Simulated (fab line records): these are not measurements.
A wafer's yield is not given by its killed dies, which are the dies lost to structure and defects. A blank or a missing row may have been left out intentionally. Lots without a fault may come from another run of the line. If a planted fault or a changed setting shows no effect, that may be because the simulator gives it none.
fab line records	flow n5_finfet
record lots=9	wafers=26	last_day=17
route steps=1938 shown BEOL_M0_SAQP@649 BEOL_M0_CUTY@710 BEOL_M4@1111 PASSIVATION@1936
lots that met no fault: from a run of the same line without faults
start_h: hours from the record's first day to the start of the lot's first wafer shown	wait_h: time in hours since the lot's previous step	" same as the row above	L1.1+2: one row covering several wafers at once	- no value present, or no start provided	* or withheld: withheld	< > ~ a bound
route shown NAME@n: a module of which the file shows steps, and the number in the route of the first	usual: mean/standard deviation of fault-free wafers	same: alike in all rows	chamber/n: place in a boat	sites: each site's reading	_std_site: standard deviation across them	_edge_site: the outer-site mean with the inner-site mean subtracted	radius_mm: how far each site lies from the wafer's centre	mask NAME#n: copy n	behind: the most recent tool/chamber to have shaped the wafer	hold: reason for holding the lot/hours on hold/outcome of the hold	device: whichever transistor did not switch (one of n, p or np)	end of line: tests run on the same wafers once the route is complete	a step given without rows: its recipe and nothing more	killed: the dies lost at the first sort to structure and to defects; this is not the yield of the wafer	map: a wafer's dies, marking killed ones x, the rest . and places with no die _
set.NAME: the setting the step ran with; set.NAME@STEP: the setting that earlier step ran with	model.NAME: the simulator's own value behind a step, which no gauge read
steps of the route over a sample of lots; a table a step, a row a wafer
services: when a tool's chamber went out of use (start_h, in hours from the record's first day, below 0 if earlier), for how many hours, and the reason
## steps
# step N5_BEOL_M0_SAQP_CD_MEAS_14
# recipe target_cd_nm=42.5	landing_energy_ev=500	detector=se_inlens
# usual cd_nm=42.6/0.39
lot.wafer	tool	chamber	start_h	wait_h	cd_nm
L259.2	cd_sem-01	0	107.49	-	42.6
L259.5	"	0	"	"	43.2
L265.3	cd_sem-01	0	146.29	-	42.9
L265.4	"	0	"	"	42.6
L265.5	"	0	"	"	43.0
L270.1	cd_sem-02	0	171.64	-	42.4
L270.3	"	0	"	"	42.4
L270.4	"	0	"	"	42.0
L271.1	cd_sem-03	0	182.19	-	42.2
L271.3	"	0	"	"	41.9
L271.5	"	0	"	"	41.7
L272.3	cd_sem-02	0	197.94	-	42.6
L272.4	"	0	"	"	42.1
L272.5	"	0	"	"	42.4
L274.1	cd_sem-03	0	206.18	-	42.9
L274.4	"	0	"	"	42.4
L274.6	"	0	"	"	43.0
L275.1	cd_sem-01	0	213.14	-	42.3
L275.2	"	0	"	"	42.4
L275.3	"	0	"	"	42.8
L277.1	cd_sem-03	0	229.10	-	42.9
L277.4	"	0	"	"	43.0
L277.6	"	0	"	"	42.5
L281.1	cd_sem-02	0	240.20	-	42.8
L281.2	"	0	"	"	42.2
L281.6	"	0	"	"	42.5
# step N5_BEOL_M0_SAQP_SPACER1_ALD_98
# recipe material=SiO2	target_thk_a=128	temp_c=300	ald_precursor_family=BDEAS	ald_co_reactant=O2-plasma	pulse_time_s=1	purge_time_s=2	co_reactant_purge_time_s=2	ald_cycles=138	pressure_torr=2
# usual heater_power_w=477/46	precursor_pulse_height_rel=0.999/0.022
lot.wafer	tool	chamber	start_h	wait_h	heater_power_w	precursor_pulse_height_rel	since_wet_clean_h
L259.2	ald_sin-04	0	108.47	0.3	504	1.024	7
L259.5	"	3	"	"	485	0.994	-
L265.3	ald_sin-04	1	147.54	0.4	488	1.001	46
L265.4	"	0	"	"	504	0.996	46
L265.5	"	2	"	"	389	1.006	-
L270.1	ald_sin-04	0	174.07	0.8	512	1.030	73
L270.3	"	1	"	"	472	1.034	73
L270.4	"	3	"	"	486	0.978	73
L271.1	ald_sin-04	2	183.17	0.3	392	0.982	82
L271.3	"	3	"	"	481	0.975	82
L271.5	"	1	"	"	465	0.995	-
L272.3	ald_sin-02	2	199.16	0.4	497	1.019	297
L272.4	"	3	"	"	501	1.023	297
L272.5	"	2	"	"	488	0.998	-
L274.1	ald_sin-03	2	207.17	0.3	393	0.982	200
L274.4	"	0	"	"	524	1.000	-
L274.6	"	2	"	"	388	0.998	-
L275.1	ald_sin-02	2	214.35	0.3	486	1.021	312
L275.2	"	0	"	"	517	1.043	312
L275.3	"	3	"	"	508	1.016	312
L277.1	ald_sin-03	3	231.32	0.3	476	1.009	224
L277.4	"	1	"	"	536	0.976	224
L277.6	"	0	"	"	515	1.002	-
L281.1	ald_sin-02	3	241.51	0.6	499	0.967	339
L281.2	"	0	"	"	520	1.019	339
L281.6	"	3	"	"	497	1.038	-
# step N5_BEOL_M0_SAQP_ETCH_107
# recipe chemistry=CH3F/O2	target=SiNx	target_depth_a=300	mask_material=SOC	pressure_mtorr=30	source_w=395	bias_w=73	Ar_flow_sccm=150	CH3F_flow_sccm=30	O2_flow_sccm=20	ion_energy_ev=120
# usual drypump_motor_current_A=5.6/0.4	oes_product_au=0.76/0.081	rf_vpp_V=296/6.6	showerhead_plenum_p_Torr=1.98/0.062	throttle_valve_pct=16.50/0.26
lot.wafer	tool	chamber	start_h	wait_h	drypump_motor_current_A	oes_product_au	rf_hours_counter_h	rf_vpp_V	showerhead_plenum_p_Torr	throttle_valve_pct
L259.2	rie_diel-03	0	109.94	0.0	5.4	0.76	167	302	2.07	16.59
L259.5	"	1	"	"	5.1	0.68	-	293	1.98	16.79
L265.3	rie_diel-03	2	148.98	0.0	5.9	0.71	245	292	1.94	16.78
L265.4	"	2	"	"	5.8	0.70	-	294	1.94	16.79
L265.5	"	1	"	"	5.0	0.67	-	294	1.98	16.82
L270.1	rie_diel-02	2	175.51	0.0	5.9	0.74	148	295	2.01	16.50
L270.3	"	0	"	"	5.6	0.98	1	301	2.07	16.05
L270.4	"	1	"	"	5.6	0.76	149	291	1.92	16.67
L271.1	rie_diel-03	1	184.61	0.0	5.1	0.66	228	293	1.97	16.84
L271.3	"	0	"	"	5.4	0.74	189	302	2.07	16.65
L271.5	"	1	"	"	5.1	0.67	-	294	1.97	16.85
L272.3	rie_diel-01	3	200.60	0.0	6.1	0.72	203	290	1.90	16.85
L272.4	"	3	"	"	6.0	0.73	-	289	1.90	16.83
L272.5	"	2	"	"	6.1	0.73	-	297	2.07	16.11
L274.1	rie_diel-03	0	208.63	0.0	5.4	0.72	196	302	2.06	16.68
L274.4	"	3	"	"	5.2	0.73	156	286	1.91	16.51
L274.6	"	2	"	"	5.8	0.99	-	291	1.93	16.26
L275.1	rie_diel-03	1	216.16	0.0	5.0	0.67	238	294	1.97	16.86
L275.2	"	2	"	"	5.8	1.00	7	292	1.93	16.26
L275.3	"	3	"	"	5.2	0.73	159	284	1.91	16.52
L277.1	rie_diel-01	3	233.19	0.0	6.1	0.72	215	291	1.89	16.87
L277.4	"	2	"	"	6.1	0.72	173	299	2.06	16.15
L277.6	"	2	"	"	6.1	0.73	-	299	2.06	16.13
L281.1	rie_diel-02	0	243.06	0.0	5.6	0.92	14	299	2.06	16.07
L281.2	"	1	"	"	5.6	0.75	162	291	1.92	16.67
L281.6	"	3	"	"	5.3	0.81	-	301	2.02	16.24
# step N5_BEOL_M0_SAQP_OVL_MEAS_41
# recipe points_per_wafer=522
# usual M0_CUT1_OVL=0.0/0.62
lot.wafer	tool	chamber	start_h	wait_h	M0_CUT1_OVL[nm]
L259.2	overlay-02	0	111.72	0.0	0.2
L259.5	"	0	"	"	0.5
L265.3	overlay-01	0	151.01	0.0	-0.3
L265.4	"	0	"	"	0.1
L265.5	"	0	"	"	-0.1
L270.1	overlay-02	0	176.85	0.0	-0.5
L270.3	"	0	"	"	0.0
L270.4	"	0	"	"	-0.1
L271.1	overlay-02	0	186.19	0.0	-0.3
L271.3	"	0	"	"	-1.2
L271.5	"	0	"	"	-0.9
L272.3	overlay-02	0	202.08	0.0	0.7
L272.4	"	0	"	"	0.2
L272.5	"	0	"	"	0.3
L274.1	overlay-01	0	211.27	0.0	0.0
L274.4	"	0	"	"	-0.9
L274.6	"	0	"	"	-1.5
L275.1	overlay-01	0	217.70	0.0	0.6
L275.2	"	0	"	"	-0.2
L275.3	"	0	"	"	0.2
L277.1	overlay-01	0	234.91	0.0	-0.4
L277.4	"	0	"	"	-0.2
L277.6	"	0	"	"	-0.2
L281.1	overlay-02	0	244.39	0.0	0.6
L281.2	"	0	"	"	0.6
L281.6	"	0	"	"	-0.4
# step N5_BEOL_M0_SAQP_INSPECT_42
# recipe mode=adi	inspect_instrument=brightfield
# usual raw_defect_count=278/66
lot.wafer	tool	chamber	start_h	wait_h	raw_defect_count
L259.2	defect_inspect-01	-	111.78	0.0	268
L259.5	"	-	"	"	290
L265.3	defect_inspect-01	-	151.06	0.0	285
L265.4	"	-	"	"	219
L265.5	"	-	"	"	331
L270.1	defect_inspect-01	-	176.91	0.1	1300
L270.3	"	-	"	"	1325
L270.4	"	-	"	"	1408
L271.1	defect_inspect-01	-	186.25	0.1	1388
L271.3	"	-	"	"	1312
L271.5	"	-	"	"	1291
L272.3	defect_inspect-02	-	202.12	0.0	238
L272.4	"	-	"	"	196
L272.5	"	-	"	"	254
L274.1	defect_inspect-01	-	211.33	0.1	445
L274.4	"	-	"	"	315
L274.6	"	-	"	"	421
L275.1	defect_inspect-01	-	217.76	0.1	230
L275.2	"	-	"	"	436
L275.3	"	-	"	"	246
L277.1	defect_inspect-02	-	234.97	0.1	177
L277.4	"	-	"	"	150
L277.6	"	-	"	"	227
L281.1	defect_inspect-01	-	244.45	0.1	235
L281.2	"	-	"	"	253
L281.6	"	-	"	"	214
# step N5_BEOL_M0_CUTY_INSPECT_59
# recipe mode=adi	inspect_instrument=macro
# usual raw_defect_count=2.0/1.3
lot.wafer	tool	chamber	start_h	wait_h	raw_defect_count
L259.2	defect_inspect-01	-	113.68	0.0	2
L259.5	"	-	"	"	0
L265.3	defect_inspect-02	-	152.57	0.0	1
L265.4	"	-	"	"	1
L265.5	"	-	"	"	2
L270.1	defect_inspect-02	-	178.86	0.0	>300
L270.3	"	-	"	"	>300
L270.4	"	-	"	"	>300
L271.1	defect_inspect-01	-	187.73	0.0	>300
L271.3	"	-	"	"	>300
L271.5	"	-	"	"	>300
L272.3	defect_inspect-02	-	203.52	0.0	1
L272.4	"	-	"	"	3
L272.5	"	-	"	"	1
L274.1	defect_inspect-02	-	212.72	0.0	0
L274.4	"	-	"	"	5
L274.6	"	-	"	"	2
L275.1	defect_inspect-01	-	219.73	0.0	0
L275.2	"	-	"	"	4
L275.3	"	-	"	"	2
L277.1	defect_inspect-01	-	236.85	0.0	2
L277.4	"	-	"	"	5
L277.6	"	-	"	"	4
L281.1	defect_inspect-01	-	246.22	0.0	1
L281.2	"	-	"	"	1
L281.6	"	-	"	"	0
# step N5_BEOL_M4_RC_MEAS_101
# usual DIBL_N=35.3/2.5	DIBL_P=35/3.3	IOFF_N=0.15/0.049	IOFF_P=0.20/0.056	ION_N=673/16	ION_P=462/10	SS_N=71.2/0.85	SS_P=73.0/0.97	VT_N=252/4.9	VT_P=-251/5
lot.wafer	tool	chamber	start_h	wait_h	DIBL_N[mV/V]	DIBL_P[mV/V]	IOFF_N[nA/um]	IOFF_P[nA/um]	ION_N[uA/um]	ION_P[uA/um]	SS_N[mV/dec]	SS_P[mV/dec]	VT_N[mV]	VT_P[mV]
L259.2	prober-02	0	180.63	0.2	34.2	33	0.13	0.19	673	461	70.8	72.6	251	-249
L259.5	"	0	"	"	31.6	31	0.10	0.15	662	464	70.7	71.8	255	-252
L265.3	prober-01	0	219.50	0.3	33.9	34	0.13	0.19	668	462	70.8	72.4	252	-251
L265.4	"	0	"	"	39.9	41	0.23	0.32	698	479	72.1	74.7	244	-244
L265.5	"	0	"	"	42.3	44	0.33	0.39	712	481	73.3	75.4	240	-241
L270.1	prober-02	0	237.56	0.0	31.2	31	0.09	0.12	658	454	70.4	71.5	258	-259
L270.3	"	0	"	"	33.6	33	0.11	0.14	654	450	70.6	72.9	256	-258
L270.4	"	0	"	"	37.8	37	0.19	0.20	684	463	72.6	73.5	248	-253
L271.1	prober-02	0	245.24	0.0	32.9	32	0.09	0.14	649	452	71.6	72.4	257	-256
L271.3	"	0	"	"	35.1	34	0.12	0.16	669	460	71.0	73.0	257	-256
L271.5	"	0	"	"	36.9	37	0.15	0.19	671	461	71.4	73.3	255	-251
L272.3	prober-02	0	267.83	0.3	35.6	37	0.17	0.22	685	473	72.0	73.4	249	-248
L272.4	"	0	"	"	36.5	38	0.19	0.23	698	475	71.4	73.2	247	-250
L272.5	"	0	"	"	37.9	39	0.21	0.25	689	469	71.4	73.7	245	-244
L274.1	prober-01	0	267.93	0.0	35.7	35	0.14	0.22	679	467	71.4	73.6	252	-247
L274.4	"	0	"	"	35.8	37	0.15	0.27	676	478	71.1	73.7	251	-243
L274.6	"	0	"	"	35.6	35	0.16	0.23	697	488	71.5	73.8	247	-243
L275.1	prober-02	0	273.40	0.0	37.0	39	0.18	0.28	683	471	71.1	73.8	246	-245
L275.2	"	0	"	"	36.2	36	0.16	0.22	672	460	71.4	73.6	246	-247
L275.3	"	0	"	"	36.2	36	0.15	0.21	682	465	70.8	73.3	246	-248
L277.1	prober-01	0	292.35	0.0	34.7	35	0.12	0.18	676	471	70.4	72.4	255	-254
L277.4	"	0	"	"	35.7	36	0.15	0.20	675	468	71.0	72.7	252	-253
L277.6	"	0	"	"	31.3	31	0.09	0.13	652	453	69.6	72.6	257	-257
L281.1	prober-02	0	297.30	0.0	30.2	29	0.08	0.11	665	457	70.0	72.5	259	-258
L281.2	"	0	"	"	31.0	30	0.09	0.11	646	447	70.0	72.4	257	-257
L281.6	"	0	"	"	31.3	30	0.09	0.12	648	442	69.9	72.0	259	-259
# step N5_PASSIVATION_PROBE_49
# usual defect_limited_yield=91.3/1.4	killed_at_M0_to_M3=33/9.9	killed_at_M4_up=15/5.6	killed_at_contacts=13/5.7	killed_at_front_end=38/12	killed_at_other=4/3.1	killed_dies=103/17	killed_on_rim=13/4	killed_open=66/13	killed_short=32/7.8	sort_bin_4_leakage=0.02/0.16	sort_bin_5_function=5.1/0.95	sort_bin_6_memory=3.2/0.68	sort_n_pass=1077/17	sort_yield_pct=91.3/1.5
# same gross_dies=1180	killed_at_back_side=0	sort_bin_8_speed[%]=0
lot.wafer	tool	chamber	start_h	wait_h	defect_limited_yield[%]	killed_at_M0_to_M3	killed_at_M4_up	killed_at_contacts	killed_at_front_end	killed_at_other	killed_dies	killed_on_rim	killed_open	killed_short	sort_bin_4_leakage[%]	sort_bin_5_function[%]	sort_bin_6_memory[%]	sort_n_pass	sort_yield_pct[%]
L270.1	prober-02	-	345.94	0.0	84.7	127	14	4	35	0	180	23	42	20	0	9.1	2.5	1000	84.7
L270.3	prober-02	-	346.04	0.1	85.3	130	7	9	26	1	173	23	58	24	0	9.4	2.5	1007	85.3
L270.4	prober-02	-	346.09	0.2	89.4	70	9	7	37	2	125	29	44	33	0	5.8	2.5	1055	89.4
L271.1	prober-01	-	356.39	0.0	80.9	144	13	16	48	4	225	33	65	44	0	11.9	3.7	955	80.9
L271.3	prober-01	-	356.49	0.1	87.1	84	7	18	37	6	152	29	59	45	0	7.1	3.8	1028	87.1
L271.5	prober-01	-	356.59	0.2	85.7	116	7	16	23	7	169	24	59	18	0	8.1	3.6	1011	85.7
L272.3	prober-02	-	371.69	0.1	90.8	25	6	22	55	1	109	17	80	27	0	5.3	3.6	1071	90.8
L272.4	prober-02	-	371.74	0.2	89.9	42	12	11	53	1	119	21	77	41	0	6.4	3.4	1061	89.9
L272.5	prober-02	-	371.79	0.2	90.9	24	12	21	48	2	107	17	73	32	0	5.3	3.1	1073	90.9
L275.1	prober-01	-	379.81	0.0	89.0	48	25	5	48	4	130	18	88	33	0	5.0	5.1	1050	89.0
L275.2	prober-01	-	379.86	0.1	90.9	33	17	5	50	2	107	16	70	35	0	5.7	3.2	1073	90.9
L275.3	prober-01	-	379.91	0.1	91.3	28	18	9	47	1	103	11	68	29	0	4.8	3.6	1077	91.3
# killed by level:class
L270.1 BEOL_M0_SAQP:unspecified=117 STI_FIN_REVEAL:geometric_particle:open=9 FIN_SAQP:geometric_particle:short=4 MOL_CONTACT_COAG:geometric_particle:open=4 BEOL_M6:geometric_particle:open=4 STARTING-WAFER:geometric_particle:short=4 FIN_SAQP:geometric_particle:open=3 ILD0:geometric_particle:short=3
L270.3 BEOL_M0_SAQP:unspecified=90 BEOL_M1:geometric_particle:open=10 STI_FIN_REVEAL:geometric_particle:open=7 MOL_CONTACT_COAG:geometric_particle:open=7 BEOL_M0_SAQP:geometric_particle:open=7 BEOL_M2:geometric_particle:open=7 FIN_SAQP:geometric_particle:open=5 BEOL_M0_SAQP:geometric_particle:short=4
L270.4 BEOL_M0_SAQP:unspecified=41 BEOL_M0_SAQP:geometric_particle:short=7 MOL_CONTACT_COAG:geometric_particle:open=6 BEOL_M0_SAQP:geometric_particle:open=6 HKMG_FIN:area_etch=6 STI_FIN_REVEAL:geometric_particle:open=5 BEOL_M2:geometric_particle:open=5 STI_FIN_REVEAL:geometric_particle:short=4
L271.1 BEOL_M0_SAQP:unspecified=106 FIN_SAQP:geometric_particle:short=15 MOL_CONTACT_COAG:geometric_particle:open=13 BEOL_M0_SAQP:geometric_particle:short=10 FIN_SAQP:geometric_particle:open=9 BEOL_M2:geometric_particle:open=7 BEOL_M0:geometric_particle:open=5 BEOL_M4:geometric_particle:open=5
L271.3 BEOL_M0_SAQP:unspecified=48 MOL_CONTACT_COAG:geometric_particle:open=11 GATE_CUT:geometric_particle:short=9 FIN_SAQP:geometric_particle:open=8 BEOL_M0_SAQP:geometric_particle:short=8 MOL_CONTACT_COAG:geometric_particle:short=7 BEOL_M1:geometric_particle:open=7 FIN_SAQP:geometric_particle:short=6
L271.5 BEOL_M0_SAQP:unspecified=87 MOL_CONTACT_COAG:geometric_particle:open=14 BEOL_M0:geometric_particle:open=7 BEOL_M1:geometric_particle:open=7 BEOL_M2:geometric_particle:open=5 FIN_SAQP:geometric_particle:open=4 DUMMY_GATE:geometric_particle:open=4 GATE_CUT:geometric_particle:short=4
L272.3 STI_FIN_REVEAL:geometric_particle:open=17 FIN_SAQP:geometric_particle:open=16 MOL_CONTACT_COAG:geometric_particle:open=16 BEOL_M0_SAQP:geometric_particle:short=7 BEOL_M2:geometric_particle:open=6 MOL_CONTACT_COAG:geometric_particle:short=5 BEOL_M0_SAQP:geometric_particle:open=4 STARTING-WAFER:geometric_particle:open=4
L272.4 BEOL_M1:geometric_particle:open=14 BEOL_M0_SAQP:geometric_particle:short=13 MOL_CONTACT_COAG:geometric_particle:open=10 FIN_SAQP:geometric_particle:open=7 STI_FIN_REVEAL:geometric_particle:open=7 ILD0:geometric_particle:open=7 GATE_CUT:geometric_particle:short=7 BEOL_M4:geometric_particle:open=6
L272.5 STI_FIN_REVEAL:geometric_particle:open=15 MOL_CONTACT_COAG:geometric_particle:open=15 FIN_SAQP:geometric_particle:open=10 BEOL_M0_SAQP:geometric_particle:open=8 FIN_SAQP:geometric_particle:short=7 BEOL_M0_SAQP:geometric_particle:short=7 STARTING-WAFER:geometric_particle:short=6 MOL_CONTACT_COAG:geometric_particle:short=5
L275.1 BEOL_M2:geometric_particle:open=15 BEOL_M4:geometric_particle:open=11 STI_FIN_REVEAL:geometric_particle:open=10 BEOL_M0:geometric_particle:open=10 BEOL_M0_SAQP:geometric_particle:open=8 HKMG_FIN:area_etch=8 FIN_SAQP:geometric_particle:short=7 BEOL_M5:geometric_particle:open=6
L275.2 STI_FIN_REVEAL:geometric_particle:open=21 BEOL_M4:geometric_particle:open=10 DUMMY_GATE:geometric_particle:open=9 BEOL_M1:geometric_particle:short=6 BEOL_M1:geometric_particle:open=6 BEOL_M2:geometric_particle:open=6 STARTING-WAFER:geometric_particle:short=6 BEOL_M0_SAQP:geometric_particle:short=4
L275.3 BEOL_M2:geometric_particle:open=17 STI_FIN_REVEAL:geometric_particle:open=9 GATE_CUT:geometric_particle:open=7 MOL_CONTACT_COAG:geometric_particle:open=7 BEOL_M4:geometric_particle:open=7 GATE_CUT:geometric_particle:short=5 FIN_SAQP:geometric_particle:short=4 DUMMY_GATE:geometric_particle:short=4
## services
tool	chamber	start_h	hours	kind
ald_sin-04	-	87.26	14.0	pm
ald_sin-04	0	87.26	14.0	vent_cycle
ald_sin-04	1	87.26	14.0	vent_cycle
ald_sin-04	2	87.26	14.0	vent_cycle
ald_sin-04	3	87.26	14.0	vent_cycle
ald_sin-03	-	95.80	0.5	repair
rie_diel-03	3	101.29	10.9	repair
rie_diel-01	-	109.57	5.3	repair
rie_diel-01	1	126.45	15.1	repair
ald_sin-03	3	142.01	13.5	repair
rie_diel-03	3	146.00	3.7	repair
rie_diel-03	2	173.35	-	clean
rie_diel-03	2	173.35	-	consumable_replace:focus_ring
rie_diel-03	2	173.35	19.9	scheduled_down
rie_diel-03	2	173.35	19.9	vent_cycle
ald_sin-04	-	188.60	1.9	repair
rie_diel-01	1	197.73	6.1	repair
ald_sin-04	2	200.11	3.1	repair
ald_sin-03	3	206.32	3.6	repair
ald_sin-03	-	207.72	6.0	pm
rie_diel-01	1	210.44	1.8	repair
ald_sin-02	1	211.30	8.4	repair
rie_diel-02	-	212.13	28.1	pm
ald_sin-02	2	231.02	9.1	repair
## key
first_sign step=N5_BEOL_M0_SAQP_INSPECT_42	reading=raw_defect_count	direction=up	sigmas=16	usual=278	struck=1337
effect step=N5_BEOL_M0_CUTY_INSPECT_59	reading=raw_defect_count	direction=up	sigmas=99+	usual=2.0	struck=>300
effect step=N5_PASSIVATION_PROBE_49	reading=killed_at_M0_to_M3	direction=up	sigmas=8	usual=33	struck=112
more_kills_born_at N5_BEOL_M0_SAQP_SPACER1_ALD_98@ald_sin-04=488
met_at N5_BEOL_M0_SAQP_SPACER1_ALD_98
struck_lots L270,L271
not_acting_at N5_BEOL_M0_SAQP_CD_MEAS_14,N5_BEOL_M0_SAQP_ETCH_107,N5_BEOL_M0_SAQP_OVL_MEAS_41
onset_between 147.54 174.07
fault kind=chamber_particle_source	tool=ald_sin-04	chamber=-	onset_h=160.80	steps=N5_BEOL_M0_SAQP_SPACER1_ALD_98	rate_per_visit_cm2=1.6122	end_h=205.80
